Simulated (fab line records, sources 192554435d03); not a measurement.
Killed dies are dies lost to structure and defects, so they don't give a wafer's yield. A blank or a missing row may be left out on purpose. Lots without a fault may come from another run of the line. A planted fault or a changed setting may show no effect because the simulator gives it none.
fab line records | flow n5_finfet
record lots=7 wafers=21
route steps=1938 shown BEOL_M13@1659 BEOL_M14@1743 MIM_BOT@1833 MIM_BOT_LITHO@1858 PASSIVATION@1921
start_h: hours from the record's first day to the start of the lot's first wafer shown | wait_h: hours since the lot's step before | " the same as in the row above | L1.1+2: a row that stands for several wafers | - no value, or no start given | * or withheld: withheld | < > ~ a bound
route shown NAME@n: a module of which the file shows steps, and the number in the route of the first | usual: mean/standard deviation of fault-free wafers | same: alike in all rows | chamber/n: place in a boat | sites: the reading at each site | _std_site: their standard deviation | _edge_site: outer sites' mean less inner sites' | radius_mm: how far each site lies from the wafer's centre | mask NAME#n: copy n | behind: the tool/chamber that last shaped the wafer | hold: why the lot was held/for how many hours/how that ended | device: the transistor (n, p or np) that didn't switch | end of line: the same wafers' tests at the end of the route | a step without rows: its recipe alone | killed: dies lost to structure and defects at the first sort, not the wafer's yield | map: a wafer's dies, x killed, . not, _ none there
set.NAME: the setting as run; set.NAME@STEP: as run at that earlier step | model.NAME: the simulator's own value behind a step, which no gauge read
lots whose settings were changed on purpose; a table a step, a row a wafer
## steps
# step N5_BEOL_M13_ILD_DEP_00
# recipe material=SiOC target_thk_a=8379.2 temp_c=350 precursor=DEMS/O2 pressure_torr=5 rf_w=500 time_s=166.4
# columns lot.wafer tool chamber start_h wait_h set.time_s model.SiOC_of_BEOL_M13_ILD_DEP_00.thk_nm
L078.2 pecvd-04 1 281.28 0.0 148.3 736.2
L078.3 " 2 " " 148.3 736.6
L078.6 " 1 " " 166.4 847
L079.1 pecvd-02 0 281.93 0.0 166.4 823.8
L079.3 " 2 " " 166.4 816.8
L079.4 " 2 " " 166.4 831
L085.3 pecvd-01 0 326.90 0.0 166.4 815.6
L085.4 " 0 " " 166.4 826
L085.5 " 1 " " 185.8 916.8
L084.3 pecvd-01 2 327.74 0.0 166.4 823.2
L084.4 " 1 " " 166.4 822.2
L084.5 " 0 " " 166.4 836
L088.1 pecvd-01 1 339.56 0.0 166.4 823.8
L088.3 " 0 " " 182.2 911.4
L088.4 " 2 " " 166.4 837
L091.2 pecvd-02 0 339.88 0.0 166.4 834.6
L091.3 " 1 " " 166.4 827.2
L091.6 " 2 " " 166.4 854.4
L097.2 pecvd-02 0 385.20 0.0 186.9 935
L097.3 " 1 " " 186.9 933.2
L097.5 " 2 " " 166.4 848.4
# step N5_BEOL_M13_THK_MEAS_01
# recipe reads=SiOC_of_BEOL_M13_ILD_DEP_00
# usual M13_ILD_THK=831/11
# columns lot.wafer tool chamber start_h wait_h set.time_s@BEOL_M13_ILD_DEP_00 M13_ILD_THK[nm]
L078.2 film_metro-02 - 281.43 0.1 148.3 736
L078.3 " - " " 148.3 737
L078.6 " - " " 166.4 847
L079.1 film_metro-02 - 282.08 0.1 166.4 824
L079.3 " - " " 166.4 817
L079.4 " - " " 166.4 831
L085.3 film_metro-02 - 327.05 0.1 166.4 816
L085.4 " - " " 166.4 826
L085.5 " - " " 185.8 917
L084.3 film_metro-02 - 327.90 0.1 166.4 824
L084.4 " - " " 166.4 822
L084.5 " - " " 166.4 836
L088.1 film_metro-02 - 339.71 0.1 166.4 824
L088.3 " - " " 182.2 911
L088.4 " - " " 166.4 838
L091.2 film_metro-02 - 340.03 0.1 166.4 835
L091.3 " - " " 166.4 828
L091.6 " - " " 166.4 854
L097.2 film_metro-01 - 385.35 0.1 186.9 935
L097.3 " - " " 186.9 934
L097.5 " - " " 166.4 849
# step N5_BEOL_M13_COAT_04
# recipe spin_rpm=1625 resist_thk_nm=400
# columns lot.wafer tool chamber start_h wait_h set.spin_rpm model.coat_of_BEOL_M13_COAT_04.thk_nm
L078.2 litho_track-03 0 - - 1502 414.2
L078.3 " 0 " " 1502 415.8
L078.6 " 0 " " 1625 398.8
L079.1 litho_track-04 0 - - 1625 400
L079.3 " 0 " " 1625 399.8
L079.4 " 0 " " 1625 399.4
L085.3 litho_track-03 0 - - 1707 391
L085.4 " 0 " " 1707 388.8
L085.5 " 0 " " 1625 398.6
L084.3 litho_track-03 0 - - 1625 399.6
L084.4 " 0 " " 1625 400.2
L084.5 " 0 " " 1513 414.4
L088.1 litho_track-04 0 - - 1676 395.4
L088.3 " 0 " " 1625 401.6
L088.4 " 0 " " 1676 394.6
L091.2+3 litho_track-03 0 - - 1735 386.4
L091.6 " 0 " " 1625 399.8
L097.2 litho_track-01 0 - - 1468 419
L097.3 " 0 " " 1625 399.2
L097.5 " 0 " " 1468 418.6
# step N5_BEOL_M13_EBR_06
# recipe solvent=PGMEA ebr_width_mm=1.5
# step N5_BEOL_M13_SOFTBAKE_05
# recipe temp_c=130 time_s=60
# step N5_BEOL_M13_DESCUM_15
# recipe chemistry=O2 time_s=7.9 source_power_w=50 bias_power_w=20 pressure_mtorr=20 rf_frequency_hz=2.712e+07 temp_c=40 o2_flow_sccm=225
# step N5_BEOL_M13_ETCH_59
# recipe chemistry=N2/H2 target=BARC target_depth_a=890 overetch_a=267 time_s=67.9 ion_energy_ev=200 pressure_mtorr=30 source_w=840 bias_w=150 n2_flow_sccm=200 h2_flow_sccm=200
# columns lot.wafer tool chamber start_h wait_h set.spin_rpm@BEOL_M13_COAT_04 model.coat_of_BEOL_M13_COAT_04.thk_nm
L078.2 rie_diel-03 0 281.85 0.0 1502 331.8
L078.3 " 1 " " 1502 330.2
L078.6 " 3 " " 1625 316
L079.1 rie_diel-02 3 282.93 0.0 1625 318.4
L079.3+4 " 1 " " 1625 316
L085.3 rie_diel-03 2 327.60 0.0 1707 308.6
L085.4 " 2 " " 1707 305.8
L085.5 " 1 " " 1625 313.2
L084.3 rie_diel-02 0 328.32 0.0 1625 316.4
L084.4 " 3 " " 1625 319.2
L084.5 " 0 " " 1513 331.4
L088.1 rie_diel-02 1 340.16 0.0 1676 313
L088.3 " 3 " " 1625 320.6
L088.4 " 0 " " 1676 311.4
L091.2 rie_diel-02 3 340.46 0.0 1735 305.2
L091.3 " 0 " " 1735 302.8
L091.6 " 0 " " 1625 316.4
L097.2 rie_diel-04 3 385.91 0.0 1468 334.6
L097.3 " 0 " " 1625 318.6
L097.5 " 0 " " 1468 337.8
# step N5_BEOL_M13_VIA_ETCH_16
# recipe chemistry=C4F8/O2/Ar target=SiOC pressure_mtorr=30 source_w=3000 bias_w=700 Ar_flow_sccm=400 C4F8_flow_sccm=15 O2_flow_sccm=8 he_inner_torr=15 he_outer_torr=30 target_depth_a=9217 time_s=withheld ion_energy_ev=250 ends=cleared
# columns lot.wafer tool chamber start_h wait_h set.time_s@BEOL_M13_ILD_DEP_00 set.spin_rpm@BEOL_M13_COAT_04 model.etch.depth_nm model.coat_of_BEOL_M13_COAT_04.thk_nm
L078.2 rie_diel-03 0 281.91 0.0 * 1502 736.1 114.6
L078.3 " 1 " " * 1502 736.5 113
L078.6 " 3 " " * 1625 847.1 66.2
L079.1 rie_diel-02 3 282.99 0.0 * 1625 823.9 75.4
L079.3 " 1 " " * 1625 816.8 75.2
L079.4 " 1 " " * 1625 831.1 70.8
L085.3 rie_diel-03 2 327.66 0.0 * 1707 815.6 68.2
L085.4 " 2 " " * 1707 826 62.2
L085.5 " 1 " " * 1625 916.7 42.8
L084.3 rie_diel-02 0 328.37 0.0 * 1625 823.3 73.6
L084.4 " 3 " " * 1625 822.1 76.6
L084.5 " 0 " " * 1513 836.1 84.8
L088.1 rie_diel-02 1 340.21 0.0 * 1676 823.7 70
L088.3 " 3 " " * 1625 911.5 51.8
L088.4 " 0 " " * 1676 836.9 64.6
L091.2 rie_diel-02 3 340.51 0.0 * 1735 834.6 59
L091.3 " 0 " " * 1735 827.3 58.8
L091.6 " 0 " " * 1625 854.5 64.4
L097.2 rie_diel-04 3 385.96 0.0 * 1468 935 58.8
L097.3 " 0 " " * 1625 933.2 43.2
L097.5 " 0 " " * 1468 848.5 87.4
# step N5_BEOL_M13_STRIP_63
# recipe chemistry=N2/H2 power_w=1000 temp_c=250 h2_frac=0.65 overash_fraction=0.3 pressure_mtorr=1000 n2_flow_sccm=1750 h2_flow_sccm=3250
# usual oes_product_au=0.675/0.0046 strip_time_to_endpoint_s=28.3/1
# columns lot.wafer tool chamber start_h wait_h set.time_s@BEOL_M13_ILD_DEP_00 set.spin_rpm@BEOL_M13_COAT_04 oes_product_au strip_time_to_endpoint_s
L078.2 plasma_asher-01 1 282.14 - 148.3 1502 0.686 40.2
L078.3 " 1 " " 148.3 1502 0.693 39.8
L078.6 " 1 " " 166.4 1625 0.668 26.5
L079.1 plasma_asher-02 1 283.23 - 166.4 1625 0.674 29.2
L079.3 " 0 " " 166.4 1625 0.678 29.2
L079.4 " 1 " " 166.4 1625 0.673 27.9
L085.3 plasma_asher-01 0 327.91 - 166.4 1707 0.675 27.1
L085.4 " 1 " " 166.4 1707 0.667 25.3
L085.5 " 1 " " 185.8 1625 0.651 19.3
L084.3 plasma_asher-01 1 328.63 - 166.4 1625 0.673 28.7
L084.4 " 0 " " 166.4 1625 0.676 29.6
L084.5 " 1 " " 166.4 1513 0.673 31.9
L088.1 plasma_asher-01 1 340.44 - 166.4 1676 0.671 27.7
L088.3 " 0 " " 182.2 1625 0.670 22.2
L088.4 " 1 " " 166.4 1676 0.673 26.1
L091.2 plasma_asher-02 1 340.75 - 166.4 1735 0.676 24.3
L091.3 " 1 " " 166.4 1735 0.672 24.3
L091.6 " 0 " " 166.4 1625 0.673 26.0
L097.2 plasma_asher-02 1 386.20 - 186.9 1468 0.662 24.3
L097.3 " 0 " " 186.9 1625 0.658 19.5
L097.5 " 0 " " 166.4 1468 0.680 32.7
# step N5_BEOL_M14_PEB_26
# recipe peb_temp_c=130 peb_time_s=90
# columns lot.wafer tool chamber start_h wait_h set.peb_temp_c
L078.2+3+6 litho_track-01 0 289.67 0.0 130
L079.1+3+4 litho_track-02 0 292.87 0.1 130
L085.3+5 litho_track-05 0 333.89 0.0 128.7
L085.4 " 0 " " 130
L084.3+4+5 litho_track-02 0 336.34 0.0 130
L088.1 litho_track-02 0 344.98 0.1 130
L088.3+4 " 0 " " 127.6
L091.2+3 litho_track-05 0 347.42 0.0 130
L091.6 " 0 " " 126.8
L097.2+3+5 litho_track-02 0 392.09 0.0 130
# step N5_BEOL_M14_DEVELOP_27
# recipe develop_time_s=45 rinse_liquid=diw dry=air_spin dev_temp_c=21
# step N5_BEOL_M14_HARDBAKE_32
# recipe temp_c=130 time_s=120
# step N5_BEOL_M14_CD_MEAS_28
# recipe target_cd_nm=284.4 landing_energy_ev=500 detector=se_inlens
# usual cd_nm=285.1/1.8
# columns lot.wafer tool chamber start_h wait_h set.peb_temp_c@BEOL_M14_PEB_26 cd_nm
L078.2 cd_sem-01 0 289.78 - 130 284.3
L078.3 " 0 " " 130 285.2
L078.6 " 0 " " 130 284.6
L079.1 cd_sem-03 0 292.99 - 130 286.6
L079.3 " 0 " " 130 284.5
L079.4 " 0 " " 130 284.0
L085.3 cd_sem-02 0 334.01 - 128.7 282.1
L085.4 " 0 " " 130 287.2
L085.5 " 0 " " 128.7 281.9
L084.3 cd_sem-02 0 336.46 - 130 286.3
L084.4 " 0 " " 130 282.8
L084.5 " 0 " " 130 284.1
L088.1 cd_sem-03 0 345.10 - 130 284.3
L088.3 " 0 " " 127.6 271.3
L088.4 " 0 " " 127.6 269.9
L091.2 cd_sem-01 0 347.53 - 130 288.1
L091.3 " 0 " " 130 288.3
L091.6 " 0 " " 126.8 269.3
L097.2 cd_sem-01 0 392.20 - 130 282.5
L097.3 " 0 " " 130 284.8
L097.5 " 0 " " 130 285.1
# step N5_BEOL_M14_DESCUM_33
# recipe chemistry=O2 time_s=7.9 source_power_w=50 bias_power_w=20 pressure_mtorr=20 rf_frequency_hz=2.712e+07 temp_c=40 o2_flow_sccm=225
# columns lot.wafer tool chamber start_h wait_h set.peb_temp_c@BEOL_M14_PEB_26 model.BEOL_M14.cd_nm
L078.2 rie_diel-01 0 289.87 0.0 130 284
L078.3 " 2 " " 130 285.2
L078.6 " 0 " " 130 284.6
L079.1 rie_diel-06 3 293.11 0.1 130 286.2
L079.3 " 2 " " 130 284.6
L079.4 " 2 " " 130 283.8
L085.3 rie_diel-05 2 334.12 0.1 128.7 281.8
L085.4 " 0 " " 130 287.4
L085.5 " 0 " " 128.7 281.4
L084.3 rie_diel-06 2 336.55 0.0 130 286.4
L084.4 " 3 " " 130 282.8
L084.5 " 1 " " 130 284.2
L088.1 rie_diel-06 0 345.28 0.1 130 284
L088.3 " 3 " " 127.6 271.6
L088.4 " 1 " " 127.6 269.8
L091.2+3 rie_diel-01 3,2 347.62 0.0 130 288.2
L091.6 " 1 " " 126.8 269
L097.2 rie_diel-01 1 392.29 0.0 130 283
L097.3 " 0 " " 130 285.2
L097.5 " 0 " " 130 285
# step N5_BEOL_M14_ETCH_67
# recipe chemistry=CF4 target=SiARC target_depth_a=1430 time_s=238.3 ion_energy_ev=80 pressure_mtorr=40 source_w=545 bias_w=36 Ar_flow_sccm=100 cf4_flow_sccm=100 ends=cleared
# step N5_BEOL_M14_ETCH_68
# recipe chemistry=N2/H2 target=SOC mask_material=SiARC source_w=3000 bias_w=350 temp_c=40 time_s=450 ion_energy_ev=200 pressure_mtorr=30 n2_flow_sccm=200 h2_flow_sccm=200
# columns lot.wafer tool chamber start_h wait_h set.peb_temp_c@BEOL_M14_PEB_26 model.BEOL_M14.cd_nm
L078.2 rie_diel-01 0 290.05 0.1 130 283.2
L078.3 " 2 " " 130 280.4
L078.6 " 0 " " 130 283.4
L079.1 rie_diel-06 3 293.29 0.1 130 280.2
L079.3 " 2 " " 130 280.6
L079.4 " 2 " " 130 279.2
L085.3 rie_diel-05 2 334.31 0.1 128.7 277.2
L085.4 " 0 " " 130 284.2
L085.5 " 0 " " 128.7 277
L084.3 rie_diel-06 2 336.73 0.1 130 281.6
L084.4 " 3 " " 130 278.4
L084.5 " 1 " " 130 282
L088.1 rie_diel-06 0 345.46 0.1 130 278.6
L088.3 " 3 " " 127.6 264.2
L088.4 " 1 " " 127.6 267.8
L091.2 rie_diel-01 3 347.80 0.1 130 283.2
L091.3 " 2 " " 130 285.4
L091.6 " 1 " " 126.8 264.2
L097.2 rie_diel-01 1 392.47 0.1 130 279.4
L097.3 " 0 " " 130 284
L097.5 " 0 " " 130 283
# step N5_BEOL_M14_TRENCH_ETCH_34
# recipe chemistry=C4F8/O2/Ar target=SiO2 target_depth_a=5566.5 mask_material=SOC he_inner_torr=15 he_outer_torr=30 time_s=126.9 ion_energy_ev=800 pressure_mtorr=20 source_w=1905 bias_w=2040 Ar_flow_sccm=400 C4F8_flow_sccm=16 O2_flow_sccm=12
# usual rf_vpp_V=2228/37
# columns lot.wafer tool chamber start_h wait_h set.bias_w rf_vpp_V
L078.2 rie_diel-01 0 290.32 0.0 1791 1980
L078.3 " 2 " " 2040 2282
L078.6 " 0 " " 1791 1979
L079.1 rie_diel-06 3 293.56 0.0 2040 2272
L079.3 " 2 " " 2040 2254
L079.4 " 2 " " 2040 2255
L085.3 rie_diel-05 2 334.58 0.0 2040 2250
L085.4 " 0 " " 2146 2263
L085.5 " 0 " " 2040 2183
L084.3 rie_diel-06 2 337.00 0.0 2040 2255
L084.4 " 3 " " 2040 2272
L084.5 " 1 " " 2040 2216
L088.1 rie_diel-06 0 345.74 0.0 2040 2208
L088.3 " 3 " " 2040 2271
L088.4 " 1 " " 2040 2216
L091.2 rie_diel-01 3 348.08 0.0 2040 2244
L091.3 " 2 " " 2040 2281
L091.6 " 1 " " 2040 2209
L097.2 rie_diel-01 1 392.75 0.0 1752 1985
L097.3 " 0 " " 2040 2169
L097.5 " 0 " " 1752 1947
# step N5_MIM_BOT_SPUTTER_00
# recipe material=TiN target_thk_a=350 temp_c=200 power_w=3000 chamber_pressure_pa=0.49996 gas=Ar reactive_partial_pa=0.37997 time_s=89.7
# columns lot.wafer tool chamber start_h wait_h set.time_s model.TiN_of_MIM_BOT_SPUTTER_00.thk_nm
L078.2 pvd_sputter-01 - 302.58 0.0 89.7 34.4
L078.3+6 " - " " 89.7 35
L079.1 pvd_sputter-03 - 305.74 0.0 89.7 35.2
L079.3 " - " " 89.7 34.4
L079.4 " - " " 89.7 34.6
L085.3 pvd_sputter-03 - 349.43 0.0 89.7 35.2
L085.4 " - " " 93.09 37
L085.5 " - " " 89.7 35.4
L084.3 pvd_sputter-02 - 354.71 0.0 89.7 35.2
L084.4 " - " " 89.7 35.4
L084.5 " - " " 100.8 39.4
L088.1+3+4 pvd_sputter-02 - 366.16 0.0 89.7 34.8
L091.2+3 pvd_sputter-02 - 366.64 0.0 89.7 34.4
L091.6 " - " " 97.56 37.8
L097.2 pvd_sputter-03 - 405.18 0.0 84.42 33
L097.3 " - " " 84.42 32.8
L097.5 " - " " 89.7 34.8
# step N5_MIM_BOT_LITHO_EXPOSE_05
# recipe mask_id=MIM_BOT na=0.55 source_shape=conventional sigma_outer=0.8 polarization=unpolarized dose_mj=24.25
# columns lot.wafer tool chamber start_h wait_h mask set.dose_mj
L078.2 krf_scanner-01 0 304.40 - MIM_BOT#0 24.25
L078.3+6 " 0 " " MIM_BOT#0 25.37
L079.1+3+4 krf_scanner-02 0 307.71 - MIM_BOT#0 24.25
L085.3+4 krf_scanner-01 0 356.08 - MIM_BOT#0 24.25
L085.5 " 0 " " MIM_BOT#0 22.75
L084.3 krf_scanner-01 0 356.96 - MIM_BOT#0 24.25
L084.4+5 " 0 " " MIM_BOT#0 25.21
L088.1 krf_scanner-01 0 368.96 - MIM_BOT#0 25.37
L088.3+4 " 0 " " MIM_BOT#0 24.25
L091.2+6 krf_scanner-01 0 369.00 - MIM_BOT#0 26.04
L091.3 " 0 " " MIM_BOT#0 24.25
L097.2 krf_scanner-02 0 407.56 - MIM_BOT#0 24.25
L097.3+5 " 0 " " MIM_BOT#0 22.47
# step N5_MIM_BOT_LITHO_DEVELOP_07
# recipe develop_time_s=60 rinse_liquid=diw dry=air_spin dev_temp_c=21
# columns lot.wafer tool chamber start_h wait_h set.develop_time_s
L078.2+3 litho_track-05 0 - - 68.63
L078.6 " 0 " " 60
L079.1+3+4 litho_track-03 0 - - 60
L085.3+4+5 litho_track-05 0 - - 60
L084.3+5 litho_track-05 0 - - 60
L084.4 " 0 " " 55.14
L088.1+3+4 litho_track-03 0 - - 60
L091.2+3+6 litho_track-05 0 - - 60
L097.2+3+5 litho_track-02 0 - - 60
# step N5_MIM_BOT_LITHO_HARDBAKE_09
# recipe temp_c=130 time_s=120
# step N5_MIM_BOT_LITHO_CD_MEAS_08
# recipe target_cd_nm=3000 landing_energy_ev=500 detector=se_inlens polarity=opening
# usual cd_nm=2999.8/1.9
# columns lot.wafer tool chamber start_h wait_h set.dose_mj@MIM_BOT_LITHO_EXPOSE_05 cd_nm
L078.2 cd_sem-02 0 304.57 - 24.25 3002.0
L078.3 " 0 " " 25.37 3008.6
L078.6 " 0 " " 25.37 3005.1
L079.1 cd_sem-02 0 307.89 - 24.25 3002.9
L079.3 " 0 " " 24.25 2999.4
L079.4 " 0 " " 24.25 2998.6
L085.3 cd_sem-03 0 356.24 - 24.25 2999.4
L085.4 " 0 " " 24.25 2998.5
L085.5 " 0 " " 22.75 2989.6
L084.3 cd_sem-03 0 357.12 - 24.25 3002.1
L084.4 " 0 " " 25.21 3007.7
L084.5 " 0 " " 25.21 3005.5
L088.1 cd_sem-01 0 369.14 - 25.37 3012.5
L088.3 " 0 " " 24.25 3001.8
L088.4 " 0 " " 24.25 3003.8
L091.2 cd_sem-03 0 369.17 - 26.04 3013.5
L091.3 " 0 " " 24.25 3000.5
L091.6 " 0 " " 26.04 3014.4
L097.2 cd_sem-02 0 407.73 - 24.25 2999.6
L097.3 " 0 " " 22.47 2986.2
L097.5 " 0 " " 22.47 2985.6
# step N5_PASSIVATION_EXPOSE_41
# recipe mask_id=PASS_OPEN na=0.55 defocus_nm=0 source_shape=conventional sigma_outer=0.8 polarization=unpolarized target_cd_nm=40000 dose_mj=57.25
# columns lot.wafer tool chamber start_h wait_h mask set.dose_mj
L078.2+3 krf_scanner-02 0 311.17 - PASS_OPEN#0 59.75
L078.6 " 0 " " PASS_OPEN#0 57.25
L079.1+3+4 krf_scanner-02 0 312.51 - PASS_OPEN#0 57.25
L085.3+4 krf_scanner-01 0 361.33 - PASS_OPEN#0 57.25
L085.5 " 0 " " PASS_OPEN#0 60.9
L084.3+4 krf_scanner-01 0 364.62 - PASS_OPEN#0 54.19
L084.5 " 0 " " PASS_OPEN#0 57.25
L088.1+4 krf_scanner-02 0 376.03 - PASS_OPEN#0 61.34
L088.3 " 0 " " PASS_OPEN#0 57.25
L091.2 krf_scanner-01 0 377.10 - PASS_OPEN#0 57.25
L091.3+6 " 0 " " PASS_OPEN#0 54.73
L097.2 krf_scanner-01 0 412.96 - PASS_OPEN#0 60.67
L097.3+5 " 0 " " PASS_OPEN#0 57.25
## key
split step=N5_BEOL_M13_ILD_DEP_00 setting=time_s stated=166.4 by=wafer
response step=N5_BEOL_M13_ILD_DEP_00 reading=model.SiOC_of_BEOL_M13_ILD_DEP_00.thk_nm change=+8.36 per=1% r=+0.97
response step=N5_BEOL_M13_THK_MEAS_01 reading=M13_ILD_THK change=+8.33 per=1% r=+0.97
response step=N5_BEOL_M13_VIA_ETCH_16 reading=model.etch.depth_nm change=+8.36 per=1% r=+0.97
response step=N5_BEOL_M13_VIA_ETCH_16 reading=model.coat_of_BEOL_M13_COAT_04.thk_nm change=-2.77 per=1% r=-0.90
response step=N5_BEOL_M13_STRIP_63 reading=oes_product_au change=-0.00148 per=1% r=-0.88
response step=N5_BEOL_M13_STRIP_63 reading=strip_time_to_endpoint_s change=* per=1% r=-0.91
split step=N5_BEOL_M13_COAT_04 setting=spin_rpm stated=1625 by=wafer
response step=N5_BEOL_M13_COAT_04 reading=model.coat_of_BEOL_M13_COAT_04.thk_nm change=-2.03 per=1% r=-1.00
response step=N5_BEOL_M13_ETCH_59 reading=model.coat_of_BEOL_M13_COAT_04.thk_nm change=-1.85 per=1% r=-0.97
response step=N5_BEOL_M13_VIA_ETCH_16 reading=model.coat_of_BEOL_M13_COAT_04.thk_nm slope=-1.62 per=1% together_with=time_s@BEOL_M13_ILD_DEP_00 explained=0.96
response step=N5_BEOL_M13_STRIP_63 reading=strip_time_to_endpoint_s slope=* per=1% together_with=time_s@BEOL_M13_ILD_DEP_00 explained=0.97
split step=N5_BEOL_M14_PEB_26 setting=peb_temp_c stated=130 by=wafer
response step=N5_BEOL_M14_CD_MEAS_28 reading=cd_nm change=+7.35 per=1% r=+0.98
response step=N5_BEOL_M14_DESCUM_33 reading=model.BEOL_M14.cd_nm change=+7.41 per=1% r=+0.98
response step=N5_BEOL_M14_ETCH_68 reading=model.BEOL_M14.cd_nm change=+7.63 per=1% r=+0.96
split step=N5_BEOL_M14_TRENCH_ETCH_34 setting=bias_w stated=2040 by=wafer
response step=N5_BEOL_M14_TRENCH_ETCH_34 reading=rf_vpp_V change=+18.1 per=1% r=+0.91
split step=N5_MIM_BOT_SPUTTER_00 setting=time_s stated=89.7 by=wafer
response step=N5_MIM_BOT_SPUTTER_00 reading=model.TiN_of_MIM_BOT_SPUTTER_00.thk_nm change=+0.352 per=1% r=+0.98
split step=N5_MIM_BOT_LITHO_EXPOSE_05 setting=dose_mj stated=24.25 by=wafer
response step=N5_MIM_BOT_LITHO_CD_MEAS_08 reading=cd_nm change=+1.68 per=1% r=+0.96
split step=N5_MIM_BOT_LITHO_DEVELOP_07 setting=develop_time_s stated=60 by=wafer
response none clear
split step=N5_PASSIVATION_EXPOSE_41 setting=dose_mj stated=57.25 by=wafer
response none in this file
